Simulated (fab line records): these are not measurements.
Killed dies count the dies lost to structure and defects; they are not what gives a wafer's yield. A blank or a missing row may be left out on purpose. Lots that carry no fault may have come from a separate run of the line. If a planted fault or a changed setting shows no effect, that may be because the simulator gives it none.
Chamber matching | flow nandHarc | aldHk-02 running NHARC_A_STAIRCASE_ALD_420: 4 sister chambers
The step deposits SiO2, target thk 20 nm, pulse time 6 s, ald cycles 200. 4 wafers are shown with their chamber, then 8 later ones without.

== WAFERS WITH THEIR CHAMBER ==
wafer  | chamber | heaterPowerW (W)
L122.4 | 1       | 500
L130.3 | 0       | 499
L130.5 | 2       | 482
L133.1 | 3       | 392

== WAFERS WITHOUT THEIR CHAMBER ==
wafer  | heaterPowerW (W)
L133.3 | 508
L133.6 | 486
L135.2 | 518
L135.3 | 501
L135.5 | 511
L136.4 | 500
L136.5 | 483
L136.6 | 503

== EACH ONE'S CHAMBER ==
wafer  | from the rows above          | in truth
L133.3 | can't be placed: 1 or 0      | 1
L133.6 | can't be placed: 2 or 0 or 1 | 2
L135.2 | can't be placed: 1 or 0      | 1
L135.3 | can't be placed: 1 or 0      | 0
L135.5 | can't be placed: 1 or 0      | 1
L136.4 | can't be placed: 1 or 0      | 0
L136.5 | can't be placed: 2 or 0 or 1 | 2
L136.6 | can't be placed: 1 or 0      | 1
Placed correctly: 0 of 8. Cannot be placed on the basis of these rows: 8; the candidates contain the true chamber in 8. 0 placed wrongly.
How it was worked out, from the rows above alone: a wafer's distance from a chamber is the root of the sum, over the readings, of the square of ((its reading less the chamber's mean) divided by the reading's scatter). If the next closest chamber is less than 2 further off than the closest, the wafer can't be placed; otherwise it belongs to the closest. For every chamber, the mean is computed from those of its wafers that are shown. The scatter (one wafer shown for each chamber): square how far every hidden wafer sits from the nearest shown wafer, average those squares and take the square root.
